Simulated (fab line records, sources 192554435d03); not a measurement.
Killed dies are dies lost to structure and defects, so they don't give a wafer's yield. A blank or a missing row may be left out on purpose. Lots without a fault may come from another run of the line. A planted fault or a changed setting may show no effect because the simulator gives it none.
Chamber matching | flow n5_finfet | N5_FIN_SAQP_STRIP_70 on rie_diel-03: 4 sister chambers
The step strips in N2/H2. 36 wafers are shown with their chamber, then 12 later ones without.

WAFERS WITH THEIR CHAMBER
wafer  | chamber | throttle_valve_pct (%) | showerhead_plenum_p_Torr (Torr) | drypump_motor_current_A (A)
L074.2 | 2       | 19.0                   | 3.22                            | 5.8
L074.3 | 0       | 19.2                   | 3.49                            | 6.3
L074.5 | 0       | 19.2                   | 3.49                            | 6.3
L077.2 | 2       | 19.0                   | 3.22                            | 5.8
L077.5 | 2       | 19.0                   | 3.22                            | 5.8
L077.6 | 3       | 19.1                   | 3.44                            | 5.8
L079.1 | 1       | 18.3                   | 3.27                            | 4.8
L079.2 | 2       | 19.1                   | 3.22                            | 5.8
L079.5 | 0       | 19.2                   | 3.49                            | 6.2
L080.2 | 1       | 18.3                   | 3.27                            | 4.8
L080.3 | 3       | 19.1                   | 3.43                            | 5.8
L080.4 | 0       | 19.2                   | 3.49                            | 6.3
L081.2 | 2       | 19.0                   | 3.21                            | 5.7
L081.4 | 3       | 19.1                   | 3.43                            | 5.8
L081.5 | 1       | 18.3                   | 3.27                            | 4.9
L083.1 | 2       | 19.1                   | 3.21                            | 5.8
L083.2 | 3       | 19.1                   | 3.43                            | 5.8
L083.3 | 0       | 19.2                   | 3.48                            | 6.3
L084.2 | 3       | 19.1                   | 3.43                            | 5.8
L084.5 | 0       | 19.2                   | 3.48                            | 6.3
L084.6 | 1       | 18.3                   | 3.26                            | 4.8
L087.1 | 1       | 18.3                   | 3.26                            | 4.9
L087.3 | 0       | 19.2                   | 3.48                            | 6.3
L087.5 | 3       | 19.1                   | 3.42                            | 5.8
L088.1 | 1       | 18.3                   | 3.26                            | 4.9
L088.2 | 3       | 19.1                   | 3.42                            | 5.8
L088.4 | 0       | 19.2                   | 3.48                            | 6.3
L089.2 | 0       | 19.2                   | 3.48                            | 6.2
L089.3 | 1       | 18.3                   | 3.26                            | 4.8
L089.5 | 1       | 18.3                   | 3.26                            | 4.8
L090.2 | 0       | 19.2                   | 3.47                            | 6.3
L090.3 | 1       | 18.3                   | 3.26                            | 4.9
L090.4 | 1       | 18.3                   | 3.26                            | 4.9
L092.1 | 2       | 19.1                   | 3.20                            | 5.8
L092.2 | 1       | 18.3                   | 3.25                            | 4.9
L092.5 | 1       | 18.3                   | 3.25                            | 4.9

SIGNATURES (means of the wafers above)
reading                  | chamber 0 | chamber 1 | chamber 2 | chamber 3 | scatter within a chamber
throttle_valve_pct       | 19.200    | 18.300    | 19.043    | 19.100    | 0.0231
showerhead_plenum_p_Torr | 3.4830    | 3.2608    | 3.2143    | 3.4286    | 0.00698
drypump_motor_current_A  | 6.280     | 4.858     | 5.786     | 5.800     | 0.041
Rule: a wafer's distance from a chamber is the root of the sum, over the readings, of the square of ((its reading less the chamber's mean) divided by the reading's scatter). The wafer belongs to the nearest chamber; if the next one is less than 2 further off, it can't be placed. The scatter: the root of (the sum of the squares of (reading less its chamber's mean) over the shown wafers, divided by (wafers less chambers)).

WAFERS WITHOUT THEIR CHAMBER
wafer  | throttle_valve_pct (%) | showerhead_plenum_p_Torr (Torr) | drypump_motor_current_A (A)
L093.4 | 19.2                   | 3.47                            | 6.3
L093.5 | 19.1                   | 3.20                            | 5.8
L093.6 | 18.8                   | 3.42                            | 5.8
L095.1 | 19.1                   | 3.20                            | 5.8
L095.4 | 18.4                   | 3.25                            | 4.9
L095.5 | 18.8                   | 3.42                            | 5.8
L096.1 | 19.3                   | 3.47                            | 6.3
L096.2 | 18.4                   | 3.25                            | 4.9
L096.6 | 19.1                   | 3.20                            | 5.8
L097.1 | 19.3                   | 3.46                            | 6.3
L097.3 | 19.1                   | 3.19                            | 5.8
L097.5 | 18.3                   | 3.25                            | 4.9

WHICH CHAMBER EACH WENT THROUGH
wafer  | from the rows above | in truth
L093.4 | 0                   | 0
L093.5 | 2                   | 2
L093.6 | 3                   | 3
L095.1 | 2                   | 2
L095.4 | 1                   | 1
L095.5 | 3                   | 3
L096.1 | 0                   | 0
L096.2 | 1                   | 1
L096.6 | 2                   | 2
L097.1 | 0                   | 0
L097.3 | 2                   | 2
L097.5 | 1                   | 1
Placed correctly: 12 of 12. Can't be placed from these rows: 0. Placed wrongly: 0.
